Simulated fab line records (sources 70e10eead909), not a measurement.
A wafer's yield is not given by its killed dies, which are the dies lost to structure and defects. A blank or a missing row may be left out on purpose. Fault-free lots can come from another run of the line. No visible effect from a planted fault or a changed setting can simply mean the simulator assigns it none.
Chamber matching || flow nand harc || NHARC_A_BONDPAD_DESCUM_11 on rie diel-11 has 4 sister chambers
The step chemistry O2, time 3 s. 16 wafers are shown with their chamber, then 8 later ones without.

== EACH WAFER AND ITS CHAMBER ==
{"wafer": "L797.2", "chamber": 0, "drypump motor current A (A)": 5.4, "showerhead plenum p Torr (Torr)": 2.04, "oes product au (a.u.)": 0.991}
{"wafer": "L797.3", "chamber": 1, "drypump motor current A (A)": 5.1, "showerhead plenum p Torr (Torr)": 1.88, "oes product au (a.u.)": 0.995}
{"wafer": "L797.6", "chamber": 0, "drypump motor current A (A)": 5.4, "showerhead plenum p Torr (Torr)": 2.04, "oes product au (a.u.)": 0.991}
{"wafer": "L801.1", "chamber": 1, "drypump motor current A (A)": 5.1, "showerhead plenum p Torr (Torr)": 1.88, "oes product au (a.u.)": 1.000}
{"wafer": "L801.2", "chamber": 2, "drypump motor current A (A)": 6.5, "showerhead plenum p Torr (Torr)": 1.91, "oes product au (a.u.)": 1.013}
{"wafer": "L801.4", "chamber": 3, "drypump motor current A (A)": 5.9, "showerhead plenum p Torr (Torr)": 1.90, "oes product au (a.u.)": 1.024}
{"wafer": "L804.4", "chamber": 3, "drypump motor current A (A)": 5.9, "showerhead plenum p Torr (Torr)": 1.90, "oes product au (a.u.)": 1.020}
{"wafer": "L804.5", "chamber": 2, "drypump motor current A (A)": 6.6, "showerhead plenum p Torr (Torr)": 1.91, "oes product au (a.u.)": 1.019}
{"wafer": "L804.6", "chamber": 1, "drypump motor current A (A)": 5.1, "showerhead plenum p Torr (Torr)": 1.88, "oes product au (a.u.)": 0.990}
{"wafer": "L803.1", "chamber": 1, "drypump motor current A (A)": 5.1, "showerhead plenum p Torr (Torr)": 1.88, "oes product au (a.u.)": 0.995}
{"wafer": "L803.3", "chamber": 0, "drypump motor current A (A)": 5.4, "showerhead plenum p Torr (Torr)": 2.03, "oes product au (a.u.)": 1.002}
{"wafer": "L803.4", "chamber": 3, "drypump motor current A (A)": 5.9, "showerhead plenum p Torr (Torr)": 1.90, "oes product au (a.u.)": 1.028}
{"wafer": "L811.2", "chamber": 1, "drypump motor current A (A)": 5.1, "showerhead plenum p Torr (Torr)": 1.87, "oes product au (a.u.)": 0.984}
{"wafer": "L811.3", "chamber": 0, "drypump motor current A (A)": 5.4, "showerhead plenum p Torr (Torr)": 2.03, "oes product au (a.u.)": 0.990}
{"wafer": "L811.4", "chamber": 2, "drypump motor current A (A)": 6.5, "showerhead plenum p Torr (Torr)": 1.91, "oes product au (a.u.)": 0.997}
{"wafer": "L812.1", "chamber": 3, "drypump motor current A (A)": 5.9, "showerhead plenum p Torr (Torr)": 1.90, "oes product au (a.u.)": 1.008}

SIGNATURES, as means of the wafers listed above
{"reading": "drypump motor current A", "chamber 0": 5.400, "chamber 1": 5.100, "chamber 2": 6.533, "chamber 3": 5.900, "scatter within a chamber": 0.0236}
{"reading": "showerhead plenum p Torr", "chamber 0": 2.0350, "chamber 1": 1.8780, "chamber 2": 1.9100, "chamber 3": 1.9000, "scatter within a chamber": 0.00387}
{"reading": "oes product au", "chamber 0": 0.99350, "chamber 1": 0.99280, "chamber 2": 1.00967, "chamber 3": 1.02000, "scatter within a chamber": 0.00778}
Rule: distance of a wafer from a chamber = root of the sum over the readings of ((wafer's reading minus chamber's mean) / reading's scatter) squared. If the next closest chamber is less than 2 further off than the closest, the wafer can't be placed; otherwise it belongs to the closest. How the scatter is found: for the shown wafers, subtract from each reading the mean of its chamber, square and add these, divide the total by (wafers less chambers), then take the root.

== WAFERS WITH NO CHAMBER GIVEN ==
{"wafer": "L812.2", "drypump motor current A (A)": 5.4, "showerhead plenum p Torr (Torr)": 2.03, "oes product au (a.u.)": 0.980}
{"wafer": "L812.6", "drypump motor current A (A)": 5.9, "showerhead plenum p Torr (Torr)": 1.89, "oes product au (a.u.)": 1.015}
{"wafer": "L818.1", "drypump motor current A (A)": 6.6, "showerhead plenum p Torr (Torr)": 1.91, "oes product au (a.u.)": 0.976}
{"wafer": "L818.2", "drypump motor current A (A)": 5.4, "showerhead plenum p Torr (Torr)": 2.03, "oes product au (a.u.)": 0.982}
{"wafer": "L818.5", "drypump motor current A (A)": 5.2, "showerhead plenum p Torr (Torr)": 1.87, "oes product au (a.u.)": 0.988}
{"wafer": "L819.2", "drypump motor current A (A)": 5.1, "showerhead plenum p Torr (Torr)": 1.87, "oes product au (a.u.)": 0.972}
{"wafer": "L819.4", "drypump motor current A (A)": 6.5, "showerhead plenum p Torr (Torr)": 1.91, "oes product au (a.u.)": 0.975}
{"wafer": "L819.6", "drypump motor current A (A)": 6.5, "showerhead plenum p Torr (Torr)": 1.91, "oes product au (a.u.)": 0.985}

== WHICH CHAMBER EACH WENT THROUGH ==
{"wafer": "L812.2", "from the rows above": 0, "in truth": 0}
{"wafer": "L812.6", "from the rows above": 3, "in truth": 3}
{"wafer": "L818.1", "from the rows above": 2, "in truth": 2}
{"wafer": "L818.2", "from the rows above": 0, "in truth": 0}
{"wafer": "L818.5", "from the rows above": 1, "in truth": 1}
{"wafer": "L819.2", "from the rows above": 1, "in truth": 1}
{"wafer": "L819.4", "from the rows above": 2, "in truth": 2}
{"wafer": "L819.6", "from the rows above": 2, "in truth": 2}
8 of 8 placed correctly. Number that these rows cannot place: 0. Wrongly placed: 0.
